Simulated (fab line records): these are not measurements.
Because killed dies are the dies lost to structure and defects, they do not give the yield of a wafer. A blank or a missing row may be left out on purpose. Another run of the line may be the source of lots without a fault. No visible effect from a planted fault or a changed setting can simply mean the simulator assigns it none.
fab line records / flow nand_harc
record lots=6 wafers=18 last_day=33
route steps=1302 shown A_BONDPAD@1232 HYBRID_BOND@1237 THIN_TSV@1244
lots with no fault: from the same line, run without faults
start_h: hours from the record's first day to the start of the lot's first wafer shown / wait_h: hours elapsed since this lot's preceding step / " identical to the entry in the row above / L1.1+2: one row covering several wafers at once / - no value, or no start given / * or withheld: withheld / < > ~ a bound
route shown NAME@n: names a module that has steps shown in the file, with the first one's number in the route / usual: average and standard deviation across the fault-free wafers / same: alike in all rows / chamber/n: place in a boat / sites: the reading at each site / _std_site: standard deviation of those values / _edge_site: mean of outer sites minus mean of inner sites / radius_mm: for every site, how far away it sits from the centre of the wafer / mask NAME#n: copy n / behind: the tool/chamber that last shaped the wafer / hold: cause of the lot's hold/its duration in hours/its outcome / device: the transistor (n, p or np) that didn't switch / end of line: tests run on the same wafers once the route is complete / step lacking rows: just its recipe / killed: count of dies lost to structure and defects at first sort (not the wafer's yield) / map: a wafer's dies, marking killed ones x, the rest . and places with no die _
set.NAME: the run value of the setting; set.NAME@STEP: its run value at that earlier step / model.NAME: the simulator's own value behind a step, which no gauge read
lots seen at some steps along the route; tables by step, rows by wafer
services: when a tool's chamber went out of use (start_h, in hours from the record's first day, below 0 if earlier), for how many hours, and the reason
## steps
# step NHARC_A_BONDPAD_THK_MEAS_20
# recipe thk_meas_gauge=xrf
# usual thk_nm=169.7/1.6
lot.wafer=L189.2 tool=film_metro-01 chamber=- start_h=551.25 wait_h=- thk_nm=168.8
lot.wafer=L189.3 tool=film_metro-01 chamber=- start_h=551.25 wait_h=- thk_nm=172.2
lot.wafer=L189.4 tool=film_metro-01 chamber=- start_h=551.25 wait_h=- thk_nm=168.8
lot.wafer=L190.1 tool=film_metro-02 chamber=- start_h=565.07 wait_h=- thk_nm=170.2
lot.wafer=L190.2 tool=film_metro-02 chamber=- start_h=565.07 wait_h=- thk_nm=172.0
lot.wafer=L190.4 tool=film_metro-02 chamber=- start_h=565.07 wait_h=- thk_nm=173.2
lot.wafer=L203.2 tool=film_metro-01 chamber=- start_h=666.00 wait_h=- thk_nm=171.4
lot.wafer=L203.3 tool=film_metro-01 chamber=- start_h=666.00 wait_h=- thk_nm=168.6
lot.wafer=L203.5 tool=film_metro-01 chamber=- start_h=666.00 wait_h=- thk_nm=170.2
lot.wafer=L202.1 tool=film_metro-02 chamber=- start_h=681.42 wait_h=- thk_nm=166.8
lot.wafer=L202.3 tool=film_metro-02 chamber=- start_h=681.42 wait_h=- thk_nm=170.7
lot.wafer=L202.6 tool=film_metro-02 chamber=- start_h=681.42 wait_h=- thk_nm=171.0
lot.wafer=L210.1 tool=film_metro-02 chamber=- start_h=753.15 wait_h=- thk_nm=171.5
lot.wafer=L210.2 tool=film_metro-02 chamber=- start_h=753.15 wait_h=- thk_nm=169.6
lot.wafer=L210.6 tool=film_metro-02 chamber=- start_h=753.15 wait_h=- thk_nm=169.8
lot.wafer=L211.1 tool=film_metro-02 chamber=- start_h=754.67 wait_h=- thk_nm=170.9
lot.wafer=L211.2 tool=film_metro-02 chamber=- start_h=754.67 wait_h=- thk_nm=171.9
lot.wafer=L211.3 tool=film_metro-02 chamber=- start_h=754.67 wait_h=- thk_nm=168.6
# step NHARC_A_BONDPAD_SRD_21
# recipe time_s=30 temp_c=23 dry_time_s=20 spin_rpm=1500
# step NHARC_A_BONDPAD_INSPECT_23
# usual raw_defect_count=544/120
lot.wafer=L189.2 tool=defect_inspect-01 chamber=- start_h=551.45 wait_h=0.0 raw_defect_count=645
lot.wafer=L189.3 tool=defect_inspect-01 chamber=- start_h=551.45 wait_h=0.0 raw_defect_count=597
lot.wafer=L189.4 tool=defect_inspect-01 chamber=- start_h=551.45 wait_h=0.0 raw_defect_count=724
lot.wafer=L190.1 tool=defect_inspect-01 chamber=- start_h=565.28 wait_h=0.0 raw_defect_count=579
lot.wafer=L190.2 tool=defect_inspect-01 chamber=- start_h=565.28 wait_h=0.0 raw_defect_count=568
lot.wafer=L190.4 tool=defect_inspect-01 chamber=- start_h=565.28 wait_h=0.0 raw_defect_count=785
lot.wafer=L203.2 tool=defect_inspect-01 chamber=- start_h=666.20 wait_h=0.0 raw_defect_count=557
lot.wafer=L203.3 tool=defect_inspect-01 chamber=- start_h=666.20 wait_h=0.0 raw_defect_count=400
lot.wafer=L203.5 tool=defect_inspect-01 chamber=- start_h=666.20 wait_h=0.0 raw_defect_count=554
lot.wafer=L202.1 tool=defect_inspect-02 chamber=- start_h=681.65 wait_h=0.0 raw_defect_count=427
lot.wafer=L202.3 tool=defect_inspect-02 chamber=- start_h=681.65 wait_h=0.0 raw_defect_count=445
lot.wafer=L202.6 tool=defect_inspect-02 chamber=- start_h=681.65 wait_h=0.0 raw_defect_count=575
lot.wafer=L210.1 tool=defect_inspect-01 chamber=- start_h=753.35 wait_h=0.0 raw_defect_count=377
lot.wafer=L210.2 tool=defect_inspect-01 chamber=- start_h=753.35 wait_h=0.0 raw_defect_count=340
lot.wafer=L210.6 tool=defect_inspect-01 chamber=- start_h=753.35 wait_h=0.0 raw_defect_count=671
lot.wafer=L211.1 tool=defect_inspect-01 chamber=- start_h=754.87 wait_h=0.0 raw_defect_count=738
lot.wafer=L211.2 tool=defect_inspect-01 chamber=- start_h=754.87 wait_h=0.0 raw_defect_count=578
lot.wafer=L211.3 tool=defect_inspect-01 chamber=- start_h=754.87 wait_h=0.0 raw_defect_count=680
# step NHARC_HYBRID_BOND_ACTIVATE_00
# recipe time_s=60 n2_flow_sccm=200 ar_flow_sccm=0 bias_power_w=0 chemistry=N2
# usual drypump_motor_current_A=5.95/0.24 oes_product_au=0.997/0.0093 rf_vpp_V=64.1/0.9 showerhead_plenum_p_Torr=1.77/0.048
lot.wafer=L189.3 tool=rie_diel-06 chamber=3 start_h=551.51 wait_h=0.1 drypump_motor_current_A=5.90 oes_product_au=0.998 rf_hours_counter_h=4 rf_vpp_V=64.5 showerhead_plenum_p_Torr=1.77
lot.wafer=L189.2 tool=rie_diel-06 chamber=1 start_h=551.51 wait_h=0.1 drypump_motor_current_A=5.99 oes_product_au=0.994 rf_hours_counter_h=4 rf_vpp_V=63.4 showerhead_plenum_p_Torr=1.77
lot.wafer=L189.4 tool=rie_diel-06 chamber=2 start_h=551.51 wait_h=0.1 drypump_motor_current_A=5.69 oes_product_au=1.002 rf_hours_counter_h=4 rf_vpp_V=64.5 showerhead_plenum_p_Torr=1.76
lot.wafer=L190.2 tool=rie_diel-06 chamber=2 start_h=565.35 wait_h=0.1 drypump_motor_current_A=5.70 oes_product_au=1.004 rf_hours_counter_h=5 rf_vpp_V=63.5 showerhead_plenum_p_Torr=1.76
lot.wafer=L190.4 tool=rie_diel-06 chamber=3 start_h=565.35 wait_h=0.1 drypump_motor_current_A=5.91 oes_product_au=0.997 rf_hours_counter_h=6 rf_vpp_V=64.0 showerhead_plenum_p_Torr=1.77
lot.wafer=L190.1 tool=rie_diel-06 chamber=0 start_h=565.35 wait_h=0.1 drypump_motor_current_A=6.16 oes_product_au=0.991 rf_hours_counter_h=6 rf_vpp_V=63.5 showerhead_plenum_p_Torr=1.79
lot.wafer=L203.3 tool=rie_diel-02 chamber=3 start_h=666.28 wait_h=0.1 drypump_motor_current_A=5.74 oes_product_au=0.988 rf_hours_counter_h=41 rf_vpp_V=64.4 showerhead_plenum_p_Torr=1.87
lot.wafer=L203.2 tool=rie_diel-02 chamber=0 start_h=666.28 wait_h=0.1 drypump_motor_current_A=5.65 oes_product_au=0.995 rf_hours_counter_h=37 rf_vpp_V=63.4 showerhead_plenum_p_Torr=1.74
lot.wafer=L203.5 tool=rie_diel-02 chamber=2 start_h=666.28 wait_h=0.1 drypump_motor_current_A=5.53 oes_product_au=1.000 rf_hours_counter_h=- rf_vpp_V=63.6 showerhead_plenum_p_Torr=1.69
lot.wafer=L202.1 tool=rie_diel-06 chamber=2 start_h=681.71 wait_h=0.1 drypump_motor_current_A=5.69 oes_product_au=1.001 rf_hours_counter_h=0 rf_vpp_V=63.8 showerhead_plenum_p_Torr=1.75
lot.wafer=L202.3 tool=rie_diel-06 chamber=0 start_h=681.71 wait_h=0.1 drypump_motor_current_A=6.16 oes_product_au=0.983 rf_hours_counter_h=0 rf_vpp_V=63.6 showerhead_plenum_p_Torr=1.79
lot.wafer=L202.6 tool=rie_diel-06 chamber=2 start_h=681.71 wait_h=0.1 drypump_motor_current_A=5.69 oes_product_au=1.005 rf_hours_counter_h=- rf_vpp_V=65.3 showerhead_plenum_p_Torr=1.75
lot.wafer=L210.1 tool=rie_diel-06 chamber=0 start_h=753.41 wait_h=0.1 drypump_motor_current_A=6.16 oes_product_au=0.995 rf_hours_counter_h=8 rf_vpp_V=65.0 showerhead_plenum_p_Torr=1.79
lot.wafer=L210.2 tool=rie_diel-06 chamber=3 start_h=753.41 wait_h=0.1 drypump_motor_current_A=5.92 oes_product_au=0.992 rf_hours_counter_h=8 rf_vpp_V=64.6 showerhead_plenum_p_Torr=1.77
lot.wafer=L210.6 tool=rie_diel-06 chamber=1 start_h=753.41 wait_h=0.1 drypump_motor_current_A=5.98 oes_product_au=1.002 rf_hours_counter_h=- rf_vpp_V=64.3 showerhead_plenum_p_Torr=1.76
lot.wafer=L211.1 tool=rie_diel-06 chamber=3 start_h=754.95 wait_h=0.1 drypump_motor_current_A=5.92 oes_product_au=0.998 rf_hours_counter_h=8 rf_vpp_V=65.4 showerhead_plenum_p_Torr=1.77
lot.wafer=L211.2 tool=rie_diel-06 chamber=0 start_h=754.95 wait_h=0.1 drypump_motor_current_A=6.13 oes_product_au=0.993 rf_hours_counter_h=8 rf_vpp_V=62.3 showerhead_plenum_p_Torr=1.79
lot.wafer=L211.3 tool=rie_diel-06 chamber=1 start_h=754.95 wait_h=0.1 drypump_motor_current_A=5.98 oes_product_au=0.992 rf_hours_counter_h=7 rf_vpp_V=63.3 showerhead_plenum_p_Torr=1.76
# step NHARC_HYBRID_BOND_PRECLEAN_01
# recipe time_s=300 temp_c=23 chemistry=DIW
# step NHARC_HYBRID_BOND_SRD_02
# recipe time_s=30 temp_c=23 dry_time_s=20 spin_rpm=1500
# step NHARC_HYBRID_BOND_BOND_03
# recipe temp_c=25
# step NHARC_HYBRID_BOND_ANNEAL_04
# recipe temp_c=300 time_s=7200 ramp_up_c_per_min=5 ramp_down_c_per_min=3 idle_temp_c=100 pressure_atm=1
# step NHARC_HYBRID_BOND_OVL_MEAS_05
# usual overlay_x_nm=-2/33 overlay_y_nm=3/33
lot.wafer=L189.2 tool=overlay-01 chamber=- start_h=562.13 wait_h=0.4 overlay_x_nm=22 overlay_y_nm=35
lot.wafer=L189.3 tool=overlay-01 chamber=- start_h=562.13 wait_h=0.4 overlay_x_nm=-69 overlay_y_nm=4
lot.wafer=L189.4 tool=overlay-01 chamber=- start_h=562.13 wait_h=0.4 overlay_x_nm=-2 overlay_y_nm=46
lot.wafer=L190.1 tool=overlay-01 chamber=- start_h=574.59 wait_h=0.4 overlay_x_nm=-2 overlay_y_nm=-66
lot.wafer=L190.2 tool=overlay-01 chamber=- start_h=574.59 wait_h=0.4 overlay_x_nm=-22 overlay_y_nm=-10
lot.wafer=L190.4 tool=overlay-01 chamber=- start_h=574.59 wait_h=0.4 overlay_x_nm=27 overlay_y_nm=9
lot.wafer=L203.2 tool=overlay-02 chamber=- start_h=678.17 wait_h=0.4 overlay_x_nm=5 overlay_y_nm=2
lot.wafer=L203.3 tool=overlay-02 chamber=- start_h=678.17 wait_h=0.4 overlay_x_nm=9 overlay_y_nm=32
lot.wafer=L203.5 tool=overlay-02 chamber=- start_h=678.17 wait_h=0.4 overlay_x_nm=-4 overlay_y_nm=31
lot.wafer=L202.1 tool=overlay-01 chamber=- start_h=692.13 wait_h=0.4 overlay_x_nm=31 overlay_y_nm=1
lot.wafer=L202.3 tool=overlay-01 chamber=- start_h=692.13 wait_h=0.4 overlay_x_nm=-9 overlay_y_nm=-17
lot.wafer=L202.6 tool=overlay-01 chamber=- start_h=692.13 wait_h=0.4 overlay_x_nm=-53 overlay_y_nm=-17
lot.wafer=L210.1 tool=overlay-01 chamber=- start_h=763.10 wait_h=0.4 overlay_x_nm=-40 overlay_y_nm=42
lot.wafer=L210.2 tool=overlay-01 chamber=- start_h=763.10 wait_h=0.4 overlay_x_nm=15 overlay_y_nm=53
lot.wafer=L210.6 tool=overlay-01 chamber=- start_h=763.10 wait_h=0.4 overlay_x_nm=58 overlay_y_nm=71
lot.wafer=L211.1 tool=overlay-02 chamber=- start_h=763.10 wait_h=0.4 overlay_x_nm=26 overlay_y_nm=48
lot.wafer=L211.2 tool=overlay-02 chamber=- start_h=763.10 wait_h=0.4 overlay_x_nm=-3 overlay_y_nm=-8
lot.wafer=L211.3 tool=overlay-02 chamber=- start_h=763.10 wait_h=0.4 overlay_x_nm=-6 overlay_y_nm=-11
# step NHARC_HYBRID_BOND_INSPECT_06
# recipe inspect_instrument=ir_void
# usual raw_defect_count=88/39
lot.wafer=L189.2 tool=defect_inspect-01 chamber=- start_h=562.18 wait_h=0.1 raw_defect_count=147
lot.wafer=L189.3 tool=defect_inspect-01 chamber=- start_h=562.18 wait_h=0.1 raw_defect_count=146
lot.wafer=L189.4 tool=defect_inspect-01 chamber=- start_h=562.18 wait_h=0.1 raw_defect_count=148
lot.wafer=L190.1 tool=defect_inspect-02 chamber=- start_h=574.64 wait_h=0.0 raw_defect_count=98
lot.wafer=L190.2 tool=defect_inspect-02 chamber=- start_h=574.64 wait_h=0.0 raw_defect_count=108
lot.wafer=L190.4 tool=defect_inspect-02 chamber=- start_h=574.64 wait_h=0.0 raw_defect_count=109
lot.wafer=L203.2 tool=defect_inspect-02 chamber=- start_h=678.23 wait_h=0.1 raw_defect_count=112
lot.wafer=L203.3 tool=defect_inspect-02 chamber=- start_h=678.23 wait_h=0.1 raw_defect_count=124
lot.wafer=L203.5 tool=defect_inspect-02 chamber=- start_h=678.23 wait_h=0.1 raw_defect_count=128
lot.wafer=L202.1 tool=defect_inspect-01 chamber=- start_h=692.18 wait_h=0.0 raw_defect_count=63
lot.wafer=L202.3 tool=defect_inspect-01 chamber=- start_h=692.18 wait_h=0.0 raw_defect_count=70
lot.wafer=L202.6 tool=defect_inspect-01 chamber=- start_h=692.18 wait_h=0.0 raw_defect_count=82
lot.wafer=L211.1 tool=defect_inspect-01 chamber=- start_h=763.15 wait_h=0.0 raw_defect_count=120
lot.wafer=L211.2 tool=defect_inspect-01 chamber=- start_h=763.15 wait_h=0.0 raw_defect_count=112
lot.wafer=L211.3 tool=defect_inspect-01 chamber=- start_h=763.15 wait_h=0.0 raw_defect_count=120
lot.wafer=L210.1 tool=defect_inspect-02 chamber=- start_h=763.15 wait_h=0.0 raw_defect_count=62
lot.wafer=L210.2 tool=defect_inspect-02 chamber=- start_h=763.15 wait_h=0.0 raw_defect_count=60
lot.wafer=L210.6 tool=defect_inspect-02 chamber=- start_h=763.15 wait_h=0.0 raw_defect_count=55
# step NHARC_THIN_TSV_GRIND_00
# recipe target_thk_um=6
# usual motor_current_A=12.001/0.021
lot.wafer=L189.2 tool=grinder-01 chamber=0 start_h=562.53 wait_h=0.3 motor_current_A=12.004
lot.wafer=L189.3 tool=grinder-01 chamber=0 start_h=562.53 wait_h=0.3 motor_current_A=12.016
lot.wafer=L189.4 tool=grinder-01 chamber=0 start_h=562.53 wait_h=0.3 motor_current_A=11.970
lot.wafer=L190.1 tool=grinder-01 chamber=0 start_h=574.80 wait_h=0.1 motor_current_A=12.010
lot.wafer=L190.2 tool=grinder-01 chamber=0 start_h=574.80 wait_h=0.1 motor_current_A=12.032
lot.wafer=L190.4 tool=grinder-01 chamber=0 start_h=574.80 wait_h=0.1 motor_current_A=12.006
lot.wafer=L203.2 tool=grinder-01 chamber=0 start_h=678.57 wait_h=0.3 motor_current_A=11.985
lot.wafer=L203.3 tool=grinder-01 chamber=0 start_h=678.57 wait_h=0.3 motor_current_A=12.013
lot.wafer=L203.5 tool=grinder-01 chamber=0 start_h=678.57 wait_h=0.3 motor_current_A=12.043
lot.wafer=L202.1 tool=grinder-01 chamber=0 start_h=692.33 wait_h=0.1 motor_current_A=12.013
lot.wafer=L202.3 tool=grinder-01 chamber=0 start_h=692.33 wait_h=0.1 motor_current_A=12.021
lot.wafer=L202.6 tool=grinder-01 chamber=0 start_h=692.33 wait_h=0.1 motor_current_A=12.012
lot.wafer=L210.1 tool=grinder-01 chamber=0 start_h=763.30 wait_h=0.1 motor_current_A=12.013
lot.wafer=L210.2 tool=grinder-01 chamber=0 start_h=763.30 wait_h=0.1 motor_current_A=12.041
lot.wafer=L210.6 tool=grinder-01 chamber=0 start_h=763.30 wait_h=0.1 motor_current_A=11.956
lot.wafer=L211.1 tool=grinder-01 chamber=0 start_h=764.50 wait_h=1.3 motor_current_A=11.996
lot.wafer=L211.2 tool=grinder-01 chamber=0 start_h=764.50 wait_h=1.3 motor_current_A=11.984
lot.wafer=L211.3 tool=grinder-01 chamber=0 start_h=764.50 wait_h=1.3 motor_current_A=11.943
# step NHARC_THIN_TSV_CMP_01
# recipe target_thk_um=3
# usual motor_current_A=12.2/1.5
lot.wafer=L189.2 tool=cmp-02 chamber=3 start_h=563.55 wait_h=0.8 motor_current_A=10.7
lot.wafer=L189.4 tool=cmp-02 chamber=1 start_h=563.55 wait_h=0.8 motor_current_A=12.4
lot.wafer=L189.3 tool=cmp-02 chamber=2 start_h=563.55 wait_h=0.8 motor_current_A=10.4
lot.wafer=L190.1 tool=cmp-04 chamber=3 start_h=576.02 wait_h=1.0 motor_current_A=12.0
lot.wafer=L190.4 tool=cmp-04 chamber=0 start_h=576.02 wait_h=1.0 motor_current_A=11.9
lot.wafer=L190.2 tool=cmp-04 chamber=2 start_h=576.02 wait_h=1.0 motor_current_A=11.3
lot.wafer=L203.2 tool=cmp-02 chamber=0 start_h=679.66 wait_h=0.9 motor_current_A=12.1
lot.wafer=L203.3 tool=cmp-02 chamber=1 start_h=679.66 wait_h=0.9 motor_current_A=12.2
lot.wafer=L203.5 tool=cmp-02 chamber=3 start_h=679.66 wait_h=0.9 motor_current_A=11.1
lot.wafer=L202.3 tool=cmp-04 chamber=1 start_h=693.57 wait_h=0.6 motor_current_A=12.6
lot.wafer=L202.1 tool=cmp-04 chamber=3 start_h=693.57 wait_h=0.6 motor_current_A=11.2
lot.wafer=L202.6 tool=cmp-04 chamber=1 start_h=693.57 wait_h=0.6 motor_current_A=12.7
lot.wafer=L210.1 tool=cmp-03 chamber=0 start_h=764.53 wait_h=1.0 motor_current_A=11.3
lot.wafer=L210.2 tool=cmp-03 chamber=2 start_h=764.53 wait_h=1.0 motor_current_A=12.6
lot.wafer=L210.6 tool=cmp-03 chamber=0 start_h=764.53 wait_h=1.0 motor_current_A=11.5
lot.wafer=L211.2 tool=cmp-02 chamber=0 start_h=765.74 wait_h=0.8 motor_current_A=12.8
lot.wafer=L211.3 tool=cmp-02 chamber=1 start_h=765.74 wait_h=0.8 motor_current_A=12.7
lot.wafer=L211.1 tool=cmp-02 chamber=3 start_h=765.74 wait_h=0.8 motor_current_A=11.1
# step NHARC_THIN_TSV_THK_MEAS_02
# recipe thk_meas_gauge=ir
# usual thk_nm=2995/200
lot.wafer=L189.2 tool=film_metro-02 chamber=- start_h=563.82 wait_h=0.2 thk_nm=2923
lot.wafer=L189.3 tool=film_metro-02 chamber=- start_h=563.82 wait_h=0.2 thk_nm=2818
lot.wafer=L189.4 tool=film_metro-02 chamber=- start_h=563.82 wait_h=0.2 thk_nm=2895
lot.wafer=L190.1 tool=film_metro-02 chamber=- start_h=576.29 wait_h=0.2 thk_nm=2960
lot.wafer=L190.2 tool=film_metro-02 chamber=- start_h=576.29 wait_h=0.2 thk_nm=2534
lot.wafer=L190.4 tool=film_metro-02 chamber=- start_h=576.29 wait_h=0.2 thk_nm=2689
lot.wafer=L203.2 tool=film_metro-01 chamber=- start_h=679.87 wait_h=- thk_nm=0
lot.wafer=L203.3 tool=film_metro-01 chamber=- start_h=679.87 wait_h=- thk_nm=2967
lot.wafer=L203.5 tool=film_metro-01 chamber=- start_h=679.87 wait_h=- thk_nm=2972
lot.wafer=L202.1 tool=film_metro-02 chamber=- start_h=693.83 wait_h=0.2 thk_nm=1
lot.wafer=L202.3 tool=film_metro-02 chamber=- start_h=693.83 wait_h=0.2 thk_nm=3022
lot.wafer=L202.6 tool=film_metro-02 chamber=- start_h=693.83 wait_h=0.2 thk_nm=1
lot.wafer=L210.1 tool=film_metro-01 chamber=- start_h=764.79 wait_h=0.2 thk_nm=2941
lot.wafer=L210.2 tool=film_metro-01 chamber=- start_h=764.79 wait_h=0.2 thk_nm=2830
lot.wafer=L210.6 tool=film_metro-01 chamber=- start_h=764.79 wait_h=0.2 thk_nm=3141
lot.wafer=L211.1 tool=film_metro-02 chamber=- start_h=766.01 wait_h=- thk_nm=2951
lot.wafer=L211.2 tool=film_metro-02 chamber=- start_h=766.01 wait_h=- thk_nm=2834
lot.wafer=L211.3 tool=film_metro-02 chamber=- start_h=766.01 wait_h=- thk_nm=2796
# step NHARC_THIN_TSV_SRD_03
## services
tool=cmp-04 chamber=- start_h=532.77 hours=0.4 kind=repair
tool=cmp-02 chamber=- start_h=538.43 hours=4.0 kind=pm
tool=cmp-03 chamber=- start_h=554.20 hours=4.0 kind=pm
tool=cmp-02 chamber=- start_h=567.80 hours=1.2 kind=repair
tool=rie_diel-02 chamber=- start_h=570.93 hours=9.0 kind=pm
tool=cmp-02 chamber=- start_h=578.23 hours=3.4 kind=repair
tool=cmp-03 chamber=- start_h=584.34 hours=1.1 kind=repair
tool=grinder-01 chamber=- start_h=601.23 hours=0.5 kind=repair
tool=cmp-03 chamber=- start_h=601.93 hours=0.9 kind=repair
tool=rie_diel-06 chamber=0 start_h=604.93 hours=7.4 kind=repair
tool=grinder-01 chamber=- start_h=611.96 hours=0.9 kind=repair
tool=cmp-04 chamber=- start_h=618.35 hours=4.0 kind=pm
tool=cmp-02 chamber=- start_h=636.43 hours=4.0 kind=pm
tool=rie_diel-06 chamber=3 start_h=636.91 hours=6.2 kind=repair
tool=cmp-03 chamber=- start_h=641.63 hours=0.5 kind=repair
tool=cmp-03 chamber=- start_h=652.20 hours=4.0 kind=pm
tool=rie_diel-06 chamber=- start_h=661.20 hours=9.0 kind=pm
tool=cmp-04 chamber=- start_h=716.46 hours=4.0 kind=pm
tool=cmp-02 chamber=- start_h=734.43 hours=4.0 kind=pm
tool=grinder-01 chamber=- start_h=736.00 hours=8.0 kind=pm
tool=cmp-04 chamber=- start_h=736.33 hours=1.0 kind=repair
tool=rie_diel-02 chamber=3 start_h=741.54 hours=8.2 kind=repair
tool=cmp-04 chamber=- start_h=757.05 hours=3.5 kind=repair
tool=rie_diel-06 chamber=3 start_h=757.18 hours=8.0 kind=repair
## key
first_sign step=NHARC_THIN_TSV_THK_MEAS_02 reading=thk_nm direction=down sigmas=15 usual=2995 struck=1
effect none on later readings
met_at NHARC_THIN_TSV_GRIND_00
struck_wafers L202.1,L202.6,L203.2
later_rows_left_out L202.1,L202.6,L203.2
sort_left_out L202.1,L202.6,L203.2
onset_between 574.80 678.57
fault kind=process_parameter_drift tool=grinder-01 chamber=- onset_h=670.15 steps=NHARC_THIN_TSV_GRIND_00 channel=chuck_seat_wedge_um offset=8 shape=step end_h=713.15 scope=struck_wafers_only
# sort_left_out: the simulated sort isn't trusted on such a fault, so these wafers' sort isn't shown, and their yield isn't known
# later_rows_left_out: the simulator's readings of these wafers behind a module that went badly wrong aren't trusted and aren't shown, but for the sort
